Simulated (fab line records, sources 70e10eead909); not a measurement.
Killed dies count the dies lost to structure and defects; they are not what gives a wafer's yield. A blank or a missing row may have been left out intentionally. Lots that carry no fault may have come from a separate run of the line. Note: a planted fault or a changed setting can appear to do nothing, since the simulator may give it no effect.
fab line records	flow nand-harc
[record] lots = 11	wafers = 33	last-day = 24
route steps=1159 shown A_BLC@990 A_M0@1001 END@1159
lots that met no fault: taken from a fault-free run of the same line
start-h: the number of hours between the record's first day and the start of the first shown wafer of the lot	wait-h: hours since the lot's step before	" same as the row above	L1.1+2: a single row standing in for several wafers	- value missing, or start not given	* or withheld: withheld	< > ~ a bound
route shown NAME@n: a module of which the file shows steps, and the number in the route of the first	usual: average and standard deviation across the fault-free wafers	same: alike in all rows	chamber/n: place in a boat	sites: each site's reading	_std_site: their standard deviation	_edge_site: mean of outer sites minus mean of inner sites	radius-mm: how far each site lies from the wafer's centre	mask NAME#n: copy n	behind: tool/chamber where the wafer was last shaped	hold: what put the lot on hold/how long, in hours/how the hold closed	device: transistor that didn't switch, given as n, p or np	end of line: the tests these same wafers got at the end of their route	a step with no rows: only its recipe	killed: not the wafer's yield, but the dies lost to structure and defects at the first sort	map: shows each die of a wafer: x if killed, . if not, _ if none is there
set.NAME: the run value of the setting; set.NAME@STEP: its run value at that earlier step	model.NAME: the simulator's own value behind a step, which no gauge read
route steps across a sampled set of lots; one table per step, one row per wafer
services: a tool's chamber out of use, with start hour (start-h, from the record's first day; less than 0 if before it), hours out, and reason
[[steps]]
[step NHARC_A_BLC_CMP_25]
[recipe] t-overpolish-s = 30	target-thk-nm = 150
[usual] edge-zone-pressure-frac = 1.000/0.0051	motor-current-A = 12.3/0.78	overpolish-run-s = 29.999/0.0098	time-to-endpoint-s = 29.2/2.2
lot.wafer	tool	chamber	start-h	wait-h	edge-zone-pressure-frac	motor-current-A	overpolish-run-s	time-to-endpoint-s
L945.4	cmp-03	0	390.44	0.4	0.999	12.3	29.997	27.0
L945.6	"	1	"	"	0.990	13.9	29.996	26.6
L945.5	"	2	"	"	0.996	9.6	30.012	27.9
L948.1	cmp-03	3	398.90	0.5	1.006	13.3	29.986	29.6
L948.2	"	0	"	"	1.010	12.7	29.985	27.9
L948.6	"	2	"	"	1.004	10.3	29.992	27.0
L946.4	cmp-02	1	408.65	0.3	0.999	12.8	29.999	29.5
L946.6	"	3	"	"	0.995	12.1	29.996	32.3
L946.5	"	0	"	"	1.004	12.3	29.991	31.4
L956.3	cmp-04	1	459.31	0.3	0.999	12.1	29.997	31.3
L956.1	"	2	"	"	1.005	11.7	29.997	28.9
L956.6	"	1	"	"	1.003	12.2	29.993	29.2
L958.1	cmp-02	2	477.09	0.5	0.999	12.5	30.000	27.1
L958.6	"	1	"	"	0.993	12.5	29.997	27.6
L958.5	"	2	"	"	1.000	12.7	29.998	27.4
L957.2	cmp-04	1	477.50	0.4	1.008	11.3	29.992	33.1
L957.1	"	3	"	"	1.002	10.5	30.001	34.1
L957.6	"	2	"	"	1.000	11.3	30.006	30.5
L962.4	cmp-04	0	495.22	0.3	1.001	12.3	29.989	27.3
L962.3	"	2	"	"	0.997	11.2	30.002	27.6
L962.6	"	0	"	"	1.003	12.8	29.986	24.8
L959.4	cmp-03	1	505.38	0.3	1.004	14.2	30.001	27.8
L959.1	"	2	"	"	0.994	10.4	29.993	27.0
L959.6	"	0	"	"	1.001	12.5	30.003	25.9
L964.3	cmp-02	0	505.80	0.3	0.996	11.9	30.000	27.5
L964.1	"	3	"	"	1.004	12.6	30.009	26.8
L964.6	"	1	"	"	0.995	12.2	30.015	27.2
L965.3	cmp-02	3	519.48	0.2	0.999	12.5	29.997	31.7
L965.4	"	1	"	"	0.997	13.0	29.998	30.2
L965.1	"	2	"	"	1.012	12.8	30.007	29.0
L968.4	cmp-04	3	542.76	0.3	0.999	11.0	30.011	30.7
L968.2	"	1	"	"	0.989	11.8	30.012	27.7
L968.5	"	3	"	"	0.997	11.4	30.006	32.1
[step NHARC_A_M0_EXPOSE_06]
[recipe] na = 1.35	target-cd-nm = 80	dose-mj = 83.25	mask-id = A_M0
[usual] focus-offset-nm = -0.1/0.52
lot.wafer	tool	chamber	start-h	wait-h	mask	focus-offset-nm
L945.4	arfi-scanner-03	0	391.55	-	A_M0#0	-0.6
L945.5	"	0	"	"	A_M0#0	-1.1
L945.6	"	0	"	"	A_M0#0	-0.7
L948.1	arfi-scanner-01	0	399.91	-	A_M0#0	-0.3
L948.2	"	0	"	"	A_M0#0	-0.2
L948.6	"	0	"	"	A_M0#0	0.0
L946.4	arfi-scanner-03	0	410.20	-	A_M0#0	0.1
L946.5	"	0	"	"	A_M0#0	-0.8
L946.6	"	0	"	"	A_M0#0	-0.3
L956.1	arfi-scanner-03	0	460.57	-	A_M0#0	0.0
L956.3	"	0	"	"	A_M0#0	0.1
L956.6	"	0	"	"	A_M0#0	0.3
L958.1	arfi-scanner-02	0	478.22	-	A_M0#0	-0.2
L958.5	"	0	"	"	A_M0#0	-0.6
L958.6	"	0	"	"	A_M0#0	-0.2
L957.1	arfi-scanner-03	0	478.80	-	A_M0#0	-0.2
L957.2	"	0	"	"	A_M0#0	0.2
L957.6	"	0	"	"	A_M0#0	0.2
L962.3	arfi-scanner-01	0	496.39	-	A_M0#0	-0.7
L962.4	"	0	"	"	A_M0#0	0.1
L962.6	"	0	"	"	A_M0#0	-0.2
L959.1	arfi-scanner-03	0	506.40	-	A_M0#0	0.0
L959.4	"	0	"	"	A_M0#0	-0.3
L959.6	"	0	"	"	A_M0#0	-0.6
L964.1	arfi-scanner-01	0	507.07	-	A_M0#0	-0.3
L964.3	"	0	"	"	A_M0#0	-0.2
L964.6	"	0	"	"	A_M0#0	-0.2
L965.1	arfi-scanner-02	0	520.65	-	A_M0#0	-0.5
L965.3	"	0	"	"	A_M0#0	-0.2
L965.4	"	0	"	"	A_M0#0	-0.5
L968.2	arfi-scanner-02	0	543.96	-	A_M0#0	0.0
L968.4	"	0	"	"	A_M0#0	0.9
L968.5	"	0	"	"	A_M0#0	0.8
[step NHARC_A_M0_OVL_MEAS_10]
[recipe] pitch-nm = 160
[usual] overlay-x-nm = -0.1/0.76	overlay-y-nm = 0.1/0.72
lot.wafer	tool	chamber	start-h	wait-h	overlay-x-nm	overlay-y-nm
L945.4	overlay-02	-	391.76	-	-0.4	-0.2
L945.5	"	-	"	"	-1.0	0.0
L945.6	"	-	"	"	-1.0	-0.4
L948.1	overlay-02	-	400.14	-	-0.9	-0.4
L948.2	"	-	"	"	-0.9	0.2
L948.6	"	-	"	"	-1.3	-0.5
L946.4	overlay-02	-	410.42	-	-0.7	-0.9
L946.5	"	-	"	"	-1.0	-0.1
L946.6	"	-	"	"	-0.6	-0.1
L956.1	overlay-01	-	460.79	-	8.0	0.5
L956.3	"	-	"	"	8.4	-0.4
L956.6	"	-	"	"	7.3	0.1
L958.1	overlay-01	-	478.45	-	-0.3	0.3
L958.5	"	-	"	"	-0.1	0.5
L958.6	"	-	"	"	-0.1	-0.3
L957.1	overlay-01	-	479.03	-	9.0	0.0
L957.2	"	-	"	"	9.0	0.6
L957.6	"	-	"	"	9.1	0.7
L962.3	overlay-02	-	496.62	-	-0.5	-0.8
L962.4	"	-	"	"	-0.3	-0.8
L962.6	"	-	"	"	-0.7	-0.4
L959.1	overlay-01	-	506.62	-	8.8	0.7
L959.4	"	-	"	"	9.6	1.1
L959.6	"	-	"	"	9.1	1.2
L964.1	overlay-01	-	507.30	-	0.7	-0.4
L964.3	"	-	"	"	0.7	-0.2
L964.6	"	-	"	"	0.1	0.5
L965.1	overlay-01	-	520.88	-	0.0	-0.5
L965.3	"	-	"	"	-0.3	-0.8
L965.4	"	-	"	"	-0.6	-0.3
L968.2	overlay-01	-	544.18	-	0.4	0.4
L968.4	"	-	"	"	0.7	-0.4
L968.5	"	-	"	"	-0.1	0.4
[step NHARC_A_M0_ETCH_34]
[recipe] target-depth-a = 400	overetch-a = 120	time-s = 43.94	ion-energy-ev = 200	n2-flow-sccm = 150	h2-flow-sccm = 150	ar-flow-sccm = 0	rf-w = 400	bias-w = 150	chemistry = N2/H2
[usual] drypump-motor-current-A = 5.72/0.26	oes-product-au = 0.999/0.0092	rf-vpp-V = 430.1/2.8	showerhead-plenum-p-Torr = 2.03/0.099	throttle-valve-pct = 14.171/0.0095
lot.wafer	tool	chamber	start-h	wait-h	drypump-motor-current-A	oes-product-au	rf-hours-counter-h	rf-vpp-V	showerhead-plenum-p-Torr	throttle-valve-pct
L945.4	rie-diel-06	1	391.97	0.1	5.58	1.010	9	427.8	1.95	14.161
L945.6	"	2	"	"	5.73	1.007	-	432.0	2.12	14.192
L945.5	"	3	"	"	5.90	1.002	-	427.6	1.95	14.178
L948.1	rie-diel-02	0	400.34	0.1	5.90	0.991	5	428.0	1.94	14.186
L948.2	"	1	"	"	6.03	1.012	5	434.8	2.15	14.165
L948.6	"	3	"	"	5.85	1.020	-	432.7	2.08	14.181
L946.4	rie-diel-09	3	410.62	0.1	5.64	0.988	10	429.5	1.96	14.181
L946.5	"	0	"	"	5.24	0.995	-	433.1	2.16	14.175
L946.6	"	1	"	"	5.72	0.989	-	433.5	2.17	14.181
L956.1	rie-diel-09	0	460.98	0.1	5.23	0.996	2	433.6	2.16	14.175
L956.3	"	1	"	"	5.69	0.993	2	434.4	2.17	14.174
L956.6	"	1	"	"	5.69	0.993	-	434.3	2.17	14.172
L958.1	rie-diel-02	1	478.64	0.1	6.02	0.992	11	432.9	2.15	14.177
L958.6	"	0	"	"	5.94	0.980	-	427.6	1.94	14.162
L958.5	"	1	"	"	6.03	0.997	-	434.6	2.15	14.165
L957.1	rie-diel-02	2	479.21	0.1	5.99	1.007	12	427.6	1.94	14.171
L957.2	"	0	"	"	5.90	0.992	11	426.8	1.94	14.176
L957.6	"	3	"	"	5.81	1.000	-	432.0	2.08	14.150
L962.4	rie-diel-06	3	496.81	0.1	5.91	1.003	5	429.0	1.95	14.171
L962.3	"	1	"	"	5.59	1.015	5	426.9	1.94	14.166
L962.6	"	0	"	"	5.20	0.998	-	428.0	1.94	14.174
L959.1	rie-diel-06	1	506.82	0.1	5.59	1.001	5	428.9	1.94	14.172
L959.4	"	2	"	"	5.72	0.996	5	432.3	2.12	14.177
L959.6	"	0	"	"	5.18	1.002	-	428.5	1.94	14.158
L964.1	rie-diel-09	3	507.48	0.1	5.64	1.001	7	428.9	1.96	14.161
L964.3	"	2	"	"	5.74	1.005	6	426.9	1.92	14.172
L964.6	"	3	"	"	5.65	0.998	-	428.0	1.96	14.170
L965.4	rie-diel-02	3	521.07	0.1	5.87	1.005	0	432.4	2.08	14.164
L965.1	"	0	"	"	5.92	0.979	0	427.7	1.94	14.166
L965.3	"	1	"	"	6.03	1.007	0	432.8	2.15	14.150
L968.2	rie-diel-06	2	544.37	0.1	5.72	1.004	8	431.2	2.12	14.151
L968.4	"	3	"	"	5.89	1.010	8	427.8	1.95	14.167
L968.5	"	2	"	"	5.72	1.011	-	432.4	2.12	14.177
[step NHARC_A_M0_ETCH_15]
[recipe] target-depth-a = 1500	overetch-a = 150	time-s = 82.5	c4f8-flow-sccm = withheld	ar-flow-sccm = 400	rf-w = 600	bias-w = 300	chemistry = C4F8/Ar
[usual] oes-product-au = 0.954/0.021	rf-vpp-V = 440.2/2.9
lot.wafer	tool	chamber	start-h	wait-h	oes-product-au	rf-hours-counter-h	rf-vpp-V
L945.4	rie-diel-06	1	-	-	0.925	9	438.4
L945.6	"	2	"	"	0.929	-	442.2
L945.5	"	3	"	"	0.926	-	438.9
L948.2	rie-diel-02	0	-	-	0.949	5	438.6
L948.1	"	1	"	"	0.965	5	444.1
L948.6	"	3	"	"	0.984	-	442.3
L946.4	rie-diel-09	0	-	-	0.917	8	443.4
L946.6	"	0	"	"	0.920	-	444.6
L946.5	"	1	"	"	0.918	-	444.0
L956.1	rie-diel-09	3	-	-	0.958	2	439.0
L956.3	"	1	"	"	0.965	2	442.5
L956.6	"	3	"	"	0.961	-	439.3
L958.1	rie-diel-02	0	-	-	0.912	11	438.1
L958.5	"	3	"	"	0.977	-	441.5
L958.6	"	0	"	"	0.919	-	437.8
L957.1	rie-diel-02	0	-	-	0.915	11	438.1
L957.2	"	2	"	"	0.919	12	439.9
L957.6	"	1	"	"	0.929	-	444.8
L962.3	rie-diel-06	2	-	-	0.958	5	442.6
L962.4	"	3	"	"	0.950	5	438.3
L962.6	"	1	"	"	0.942	-	438.7
L959.1	rie-diel-06	3	-	-	0.923	5	437.4
L959.4	"	0	"	"	0.919	4	440.0
L959.6	"	3	"	"	0.930	-	438.5
L964.3	rie-diel-09	2	-	-	0.956	6	438.7
L964.1	"	0	"	"	0.964	6	443.9
L964.6	"	1	"	"	0.963	-	444.5
L965.3	rie-diel-02	2	-	-	0.962	0	437.9
L965.4	"	3	"	"	0.976	0	442.9
L965.1	"	1	"	"	0.969	0	444.6
L968.2	rie-diel-06	3	-	-	0.966	8	436.9
L968.4	"	0	"	"	0.975	7	438.5
L968.5	"	0	"	"	0.971	-	438.2
[step NHARC_END_SORT_01]
[recipe] temp-c = 25
[usual] defect-limited-yield = 95.5/1.6	killed-at-array = 27/11	killed-at-other = 0.8/1.1	killed-at-periphery = 2.8/1.9	killed-dies = 30/11	killed-open = 3.3/1.8	killed-short = 2.3/1.5	sort_bin_2_pct = 1.4/0.68	sort_bin_3_pct = 0.27/0.22	sort_bin_4_pct = 2.8/0.99	sort-n-pass = 647/11	sort-rim-yield-pct = 94.3/2.9	sort-yield-pct = 95.5/1.6
[same] gross-dies = 677	sort_bin_5_pct[%] = 0	sort_bin_6_pct[%] = 0	sort_bin_7_pct[%] = 0	sort_bin_8_pct[%] = 0	sort-rim-n-gross = 106.00
lot.wafer	tool	chamber	start-h	wait-h	defect-limited-yield[%]	killed-at-array	killed-at-other	killed-at-periphery	killed-dies	killed-open	killed-short	sort_bin_2_pct[%]	sort_bin_3_pct[%]	sort_bin_4_pct[%]	sort-n-pass	sort-rim-yield-pct[%]	sort-yield-pct[%]
L948.1	prober-02	0	445.42	2.5	93.6	37	0	6	43	6	2	2.1	0.15	4.1	634	92.5	93.6
L948.2	prober-02	0	446.20	2.8	96.3	20	0	5	25	2	0	1.8	0.15	1.8	652	95.3	96.3
L948.6	prober-02	0	449.36	3.9	96.0	25	0	2	27	1	2	1.8	0.30	1.9	650	92.5	96.0
L945.4	prober-01	0	447.46	3.4	96.6	17	2	4	23	2	0	1.2	0.15	2.1	654	93.4	96.6
L945.5	prober-01	0	448.27	3.7	96.6	18	0	5	23	5	3	0.9	0.15	2.4	654	89.6	96.6
L945.6	prober-01	0	449.07	4.0	95.4	25	0	6	31	3	1	0.9	0.44	3.2	646	98.1	95.4
L946.4	prober-01	0	463.09	3.4	96.6	20	0	3	23	3	3	1.0	0	2.4	654	94.3	96.6
L946.5	prober-01	0	463.90	3.7	97.2	18	0	1	19	2	1	0.6	0.15	2.1	658	98.1	97.2
L946.6	prober-01	0	464.70	4.0	97.9	14	0	0	14	1	1	0.3	0.15	1.6	663	94.3	97.9
L956.1	prober-01	0	503.45	2.5	96.6	19	0	4	23	4	4	1.3	0.30	1.8	654	95.3	96.6
L956.3	prober-01	0	505.05	3.1	97.9	13	0	1	14	2	1	0.6	0.30	1.2	663	94.3	97.9
L956.6	prober-01	0	507.44	4.0	96.6	18	0	5	23	5	3	1.2	0.30	1.9	654	90.6	96.6
L958.1	prober-01	0	517.43	2.5	92.2	50	1	2	53	5	1	2.4	0.59	4.9	624	98.1	92.2
L958.5	prober-01	0	520.62	3.7	94.4	31	2	5	38	5	4	2.1	0	3.5	639	92.5	94.4
L958.6	prober-01	0	521.42	4.0	94.7	32	2	2	36	4	4	1.5	0.59	3.2	641	91.5	94.7
L957.1	prober-02	0	518.24	2.5	97.2	15	0	4	19	3	1	0.4	0	2.4	658	94.3	97.2
L957.2	prober-02	0	519.07	2.8	97.2	16	1	2	19	1	5	0.9	0.30	1.6	658	97.2	97.2
L957.6	prober-02	0	522.36	4.1	97.6	15	0	1	16	4	1	0.4	0	1.9	661	95.3	97.6
L962.3	prober-01	0	538.32	3.1	96.9	16	2	3	21	4	5	0.6	0.30	2.2	656	93.4	96.9
L962.4	prober-01	0	539.12	3.4	95.9	20	1	7	28	6	2	1.3	0.30	2.5	649	97.2	95.9
L962.6	prober-01	0	540.71	4.0	97.0	18	0	2	20	3	1	0.7	0.15	2.1	657	94.3	97.0
L959.1	prober-01	0	552.19	2.5	97.0	18	0	2	20	1	4	0.3	0	2.7	657	94.3	97.0
L959.4	prober-01	0	554.64	3.4	96.6	21	0	2	23	2	6	1.0	0	2.4	654	98.1	96.6
L959.6	prober-01	0	556.26	4.1	95.9	26	1	1	28	4	6	1.3	0.30	2.5	649	93.4	95.9
L964.1	prober-02	0	555.66	2.5	94.1	38	0	2	40	4	5	1.5	0.30	4.1	637	95.3	94.1
L964.3	prober-02	0	557.28	3.1	95.9	24	0	4	28	2	1	1.3	0.15	2.7	649	90.6	95.9
L964.6	prober-02	0	559.70	4.0	93.9	41	0	0	41	3	2	2.7	0.15	3.2	636	91.5	93.9
L965.1	prober-01	0	560.25	2.5	94.8	33	1	1	35	3	1	1.5	0.30	3.4	642	95.3	94.8
L965.3	prober-01	0	561.87	3.1	93.6	42	1	0	43	5	2	2.2	0.74	3.4	634	91.5	93.6
L965.4	prober-01	0	562.68	3.4	92.2	53	0	0	53	3	1	2.5	0.74	4.6	624	91.5	92.2
L968.2	prober-02	0	585.37	2.8	96.6	20	3	0	23	0	1	1.5	0.15	1.8	654	93.4	96.6
L968.4	prober-02	0	586.97	3.4	95.9	26	1	1	28	2	4	1.3	0	2.8	649	95.3	95.9
L968.5	prober-02	0	587.77	3.7	97.2	17	0	2	19	2	3	0.6	0.30	1.9	658	95.3	97.2
// killed by level:class
L948.1 A_SLIT:chamber-film-flake=13 A_CHANNEL_HOLE_D1:chamber-film-flake=9 P_GATE:chamber-film-flake=4 A_WL_FILL:chamber-film-flake=4 A_CONTACT:chamber-film-flake=3 A_ONON_D1:geometric-particle:open=2 A_CONTACT:geometric-particle:open=2 P_GATE:geometric-particle:short=1
L948.2 A_CHANNEL_HOLE_D1:chamber-film-flake=11 A_SLIT:chamber-film-flake=4 A_WL_FILL:chamber-film-flake=3 P_STI:chamber-film-flake=2 P_GATE:geometric-particle:open=1 P_CONTACT:geometric-particle:open=1 P_GATE:chamber-film-flake=1 A_STAIRCASE:chamber-film-flake=1
L945.4 A_CHANNEL_HOLE_D1:chamber-film-flake=7 A_SLIT:chamber-film-flake=7 P_CONTACT:chamber-film-flake=4 STARTING-WAFER:geometric-particle:open=2 A_STAIRCASE:chamber-film-flake=2 A_CONTACT:chamber-film-flake=1
L945.5 A_CHANNEL_HOLE_D1:chamber-film-flake=6 A_SLIT:chamber-film-flake=6 P_CONTACT:geometric-particle:short=2 A_STAIRCASE:chamber-film-flake=2 P_STI:geometric-particle:open=1 P_CONTACT:geometric-particle:open=1 P_M1:geometric-particle:open=1 A_ONON_D1:geometric-particle:short=1
L945.6 A_SLIT:chamber-film-flake=14 A_CHANNEL_HOLE_D1:chamber-film-flake=8 P_CONTACT:chamber-film-flake=3 A_CONTACT:chamber-film-flake=2 P_CONTACT:geometric-particle:open=1 P_M0:geometric-particle:open=1 P_M0:geometric-particle:short=1 A_CHANNEL_FILL_D1:geometric-particle:open=1
L948.6 A_CHANNEL_HOLE_D1:chamber-film-flake=9 A_CONTACT:chamber-film-flake=5 A_SLIT:chamber-film-flake=4 A_STAIRCASE:chamber-film-flake=2 A_WL_FILL:chamber-film-flake=2 A_STAIRCASE:geometric-particle:short=1 A_CONTACT:geometric-particle:open=1 A_M1:geometric-particle:short=1
L946.4 A_CHANNEL_HOLE_D1:chamber-film-flake=6 A_STAIRCASE:chamber-film-flake=5 A_CONTACT:chamber-film-flake=4 A_CHANNEL_FILL_D1:geometric-particle:short=2 P_M0:geometric-particle:open=1 A_SOURCE_PLATE:geometric-particle:short=1 A_WL_FILL:geometric-particle:open=1 A_CONTACT:geometric-particle:open=1
L946.5 A_CHANNEL_HOLE_D1:chamber-film-flake=11 A_SLIT:chamber-film-flake=2 A_STAIRCASE:chamber-film-flake=2 P_CONTACT:geometric-particle:open=1 A_CHANNEL_HOLE_D1:geometric-particle:open=1 A_WL_FILL:geometric-particle:short=1 A_ZERO_WELL:chamber-film-flake=1
L946.6 A_CHANNEL_HOLE_D1:chamber-film-flake=9 A_STAIRCASE:chamber-film-flake=2 A_CHANNEL_HOLE_D1:geometric-particle:short=1 A_WL_FILL:geometric-particle:open=1 A_CONTACT:chamber-film-flake=1
L956.1 A_CHANNEL_HOLE_D1:chamber-film-flake=7 A_CONTACT:chamber-film-flake=2 A_STAIRCASE:chamber-film-flake=2 A_WL_FILL:chamber-film-flake=2 P_CONTACT:geometric-particle:short=1 P_CONTACT:geometric-particle:open=1 P_M0:geometric-particle:short=1 A_CHANNEL_HOLE_D1:geometric-particle:open=1
L956.3 A_CHANNEL_HOLE_D1:chamber-film-flake=6 A_STAIRCASE:chamber-film-flake=3 A_CONTACT:chamber-film-flake=2 P_CONTACT:geometric-particle:open=1 A_CONTACT:geometric-particle:short=1 A_M0:geometric-particle:open=1
L956.6 A_CHANNEL_HOLE_D1:chamber-film-flake=9 A_CONTACT:chamber-film-flake=3 P_M0:geometric-particle:open=2 A_M0:geometric-particle:open=2 P_GATE:geometric-particle:short=1 P_CONTACT:geometric-particle:short=1 A_CHANNEL_FILL_D1:geometric-particle:open=1 A_CONTACT:geometric-particle:short=1
L958.1 A_CHANNEL_HOLE_D1:chamber-film-flake=21 A_SLIT:chamber-film-flake=19 A_CONTACT:chamber-film-flake=3 A_CONTACT:geometric-particle:open=2 P_STI:geometric-particle:short=1 A_BLC:geometric-particle:open=1 A_M0:geometric-particle:open=1 A_M1:geometric-particle:open=1
L957.1 A_STAIRCASE:chamber-film-flake=5 A_CHANNEL_HOLE_D1:chamber-film-flake=3 A_WL_FILL:chamber-film-flake=3 P_M0:geometric-particle:open=2 A_CONTACT:chamber-film-flake=2 P_CONTACT:geometric-particle:open=1 A_CONTACT:geometric-particle:short=1 P_M2:chamber-film-flake=1
L957.2 A_CONTACT:chamber-film-flake=6 A_CHANNEL_HOLE_D1:chamber-film-flake=4 A_ONON_D1:geometric-particle:short=2 P_GATE:geometric-particle:short=1 A_SGD_CUT:geometric-particle:short=1 A_WL_FILL:chamber-film-flake=1 A_M0:geometric-particle:short=1 STARTING-WAFER:geometric-particle:open=1
L958.5 A_CHANNEL_HOLE_D1:chamber-film-flake=11 A_SLIT:chamber-film-flake=8 A_CHANNEL_FILL_D1:geometric-particle:short=3 P_ZERO_WELL:chamber-film-flake=3 P_M0:geometric-particle:open=2 A_WL_FILL:chamber-film-flake=2 A_CONTACT:chamber-film-flake=2 A_BLC:geometric-particle:short=1
L958.6 A_CHANNEL_HOLE_D1:chamber-film-flake=11 A_SLIT:chamber-film-flake=9 A_CONTACT:chamber-film-flake=2 THIN_TSV:chamber-film-flake=2 P_GATE:geometric-particle:open=1 A_ONON_D1:geometric-particle:short=1 A_ONON_D1:geometric-particle:open=1 A_CHANNEL_FILL_D1:geometric-particle:short=1
L957.6 A_CHANNEL_HOLE_D1:chamber-film-flake=3 A_STAIRCASE:chamber-film-flake=3 A_CONTACT:chamber-film-flake=3 A_CHANNEL_FILL_D1:geometric-particle:open=2 A_STAIRCASE:geometric-particle:open=1 A_BLC:geometric-particle:short=1 A_M0:geometric-particle:open=1 P_GATE:chamber-film-flake=1
L962.3 A_CHANNEL_HOLE_D1:chamber-film-flake=3 A_CONTACT:chamber-film-flake=3 A_STAIRCASE:chamber-film-flake=2 THIN_TSV:chamber-film-flake=2 P_STI:geometric-particle:open=1 A_SOURCE_PLATE:geometric-particle:short=1 A_CHANNEL_HOLE_D1:geometric-particle:short=1 A_CHANNEL_FILL_D1:geometric-particle:short=1
L962.4 A_CHANNEL_HOLE_D1:chamber-film-flake=6 A_CONTACT:chamber-film-flake=5 A_CHANNEL_FILL_D1:chamber-film-flake=3 P_CONTACT:geometric-particle:open=2 P_CONTACT:geometric-particle:short=1 P_M2:geometric-particle:open=1 A_ONON_D1:geometric-particle:open=1 A_CHANNEL_HOLE_D1:geometric-particle:short=1
L962.6 A_CHANNEL_HOLE_D1:chamber-film-flake=8 A_STAIRCASE:chamber-film-flake=4 A_CHANNEL_FILL_D1:chamber-film-flake=3 P_GATE:geometric-particle:open=1 P_CONTACT:geometric-particle:open=1 A_CONTACT:geometric-particle:open=1 A_BLC:geometric-particle:short=1 A_SGD_CUT:chamber-film-flake=1
L959.1 A_CHANNEL_FILL_D1:chamber-film-flake=6 A_CONTACT:chamber-film-flake=4 A_CHANNEL_HOLE_D1:chamber-film-flake=2 P_M0:geometric-particle:open=1 A_CHANNEL_HOLE_D1:geometric-particle:short=1 A_CHANNEL_FILL_D1:geometric-particle:short=1 A_WL_FILL:geometric-particle:short=1 A_CONTACT:geometric-particle:short=1
L959.4 A_CHANNEL_HOLE_D1:chamber-film-flake=6 A_STAIRCASE:chamber-film-flake=4 A_SGD_CUT:geometric-particle:short=2 A_CONTACT:geometric-particle:short=2 A_CHANNEL_FILL_D1:chamber-film-flake=2 A_CONTACT:chamber-film-flake=2 P_GATE:geometric-particle:short=1 A_ONON_D1:geometric-particle:open=1
L964.1 A_SLIT:chamber-film-flake=14 A_CHANNEL_HOLE_D1:chamber-film-flake=9 A_CHANNEL_FILL_D1:geometric-particle:short=4 A_STAIRCASE:chamber-film-flake=4 A_CHANNEL_FILL_D1:chamber-film-flake=2 A_CONTACT:chamber-film-flake=2 P_GATE:geometric-particle:open=1 P_M0:geometric-particle:open=1
L959.6 A_CHANNEL_FILL_D1:chamber-film-flake=7 A_STAIRCASE:chamber-film-flake=3 A_CONTACT:chamber-film-flake=3 A_CHANNEL_HOLE_D1:chamber-film-flake=2 A_SLIT:chamber-film-flake=2 P_M0:geometric-particle:short=1 A_CHANNEL_HOLE_D1:geometric-particle:short=1 A_CHANNEL_FILL_D1:geometric-particle:short=1
L964.3 A_CHANNEL_HOLE_D1:chamber-film-flake=6 A_STAIRCASE:chamber-film-flake=5 A_SLIT:chamber-film-flake=5 A_CONTACT:chamber-film-flake=5 P_GATE:chamber-film-flake=2 P_GATE:geometric-particle:open=1 A_CONTACT:geometric-particle:open=1 A_CONTACT:geometric-particle:short=1
L964.6 A_CHANNEL_HOLE_D1:chamber-film-flake=23 A_SLIT:chamber-film-flake=5 A_STAIRCASE:chamber-film-flake=4 A_CONTACT:chamber-film-flake=3 A_ONON_D1:geometric-particle:open=1 A_CHANNEL_HOLE_D1:geometric-particle:short=1 A_STAIRCASE:geometric-particle:short=1 A_CONTACT:geometric-particle:open=1
L965.1 A_CHANNEL_HOLE_D1:chamber-film-flake=21 A_SLIT:chamber-film-flake=4 A_CONTACT:chamber-film-flake=3 P_M1:geometric-particle:open=1 A_CHANNEL_HOLE_D1:geometric-particle:short=1 A_CONTACT:geometric-particle:open=1 A_M0:geometric-particle:open=1 A_STAIRCASE:chamber-film-flake=1
L965.3 A_CHANNEL_HOLE_D1:chamber-film-flake=23 A_SLIT:chamber-film-flake=9 A_BLC:geometric-particle:open=2 A_STAIRCASE:chamber-film-flake=2 A_CHANNEL_FILL_D1:geometric-particle:open=1 A_CHANNEL_FILL_D1:geometric-particle:short=1 A_CONTACT:geometric-particle:open=1 A_M0:geometric-particle:open=1
L965.4 A_SLIT:chamber-film-flake=24 A_CHANNEL_HOLE_D1:chamber-film-flake=15 A_STAIRCASE:chamber-film-flake=4 A_M0:chamber-film-flake=4 A_SOURCE_PLATE:geometric-particle:open=1 A_CHANNEL_FILL_D1:geometric-particle:open=1 A_SGD_CUT:geometric-particle:short=1 A_CONTACT:geometric-particle:open=1
L968.2 A_CONTACT:chamber-film-flake=8 A_STAIRCASE:chamber-film-flake=5 A_CHANNEL_HOLE_D1:chamber-film-flake=4 THIN_TSV:chamber-film-flake=3 A_BLC:geometric-particle:short=1 A_SLIT:chamber-film-flake=1 A_WL_FILL:chamber-film-flake=1
L968.4 A_CHANNEL_HOLE_D1:chamber-film-flake=10 A_SLIT:chamber-film-flake=3 A_WL_FILL:chamber-film-flake=3 A_STAIRCASE:chamber-film-flake=2 A_CONTACT:chamber-film-flake=2 P_CONTACT:geometric-particle:open=1 A_ONON_D1:geometric-particle:short=1 A_CHANNEL_HOLE_D1:geometric-particle:short=1
L968.5 A_CHANNEL_HOLE_D1:chamber-film-flake=5 A_STAIRCASE:chamber-film-flake=5 A_CONTACT:chamber-film-flake=3 P_CONTACT:geometric-particle:short=1 P_M0:geometric-particle:open=1 A_CHANNEL_FILL_D1:geometric-particle:short=1 A_WL_FILL:geometric-particle:short=1 A_M1:geometric-particle:open=1
[[services]]
tool	chamber	start-h	hours	kind
rie-diel-06	1	366.48	9.1	repair
rie-diel-09	0	368.57	18.8	repair
arfi-scanner-01	-	368.91	4.0	pm
cmp-02	-	371.54	0.8	repair
cmp-03	-	377.37	0.6	repair
cmp-04	-	378.84	1.7	repair
cmp-02	-	380.14	0.9	repair
rie-diel-02	3	391.45	4.9	repair
cmp-04	-	399.00	4.0	pm
rie-diel-02	3	409.61	30.2	repair
rie-diel-06	-	418.32	9.0	pm
cmp-02	-	422.62	4.0	pm
arfi-scanner-03	-	427.92	0.9	repair
arfi-scanner-02	-	428.00	4.0	pm
rie-diel-09	-	431.11	9.0	pm
cmp-02	-	461.36	1.0	repair
cmp-04	-	472.46	2.4	repair
rie-diel-06	0	477.84	6.1	repair
arfi-scanner-03	-	484.00	4.0	pm
cmp-04	-	497.00	4.0	pm
rie-diel-02	-	504.78	9.0	pm
rie-diel-06	1	512.58	4.6	repair
cmp-02	-	520.62	4.0	pm
cmp-04	-	534.80	1.8	repair
[[key]]
[first-sign] step = NHARC_A_M0_OVL_MEAS_10	reading = overlay-x-nm	direction = up	sigmas = 12	usual = -0.1	struck = 8.7
effect none on later readings
met-at NHARC_A_M0_EXPOSE_06
struck-lots L956,L957,L959
not-acting-at NHARC_A_BLC_CMP_25,NHARC_A_M0_ETCH_34,NHARC_A_M0_ETCH_15
onset-between 410.20 460.57
[fault] kind = scanner-matching-overlay	tool = arfi-scanner-03	chamber = -	onset-h = 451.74	steps = NHARC_A_M0_EXPOSE_06	offset = 8.6976
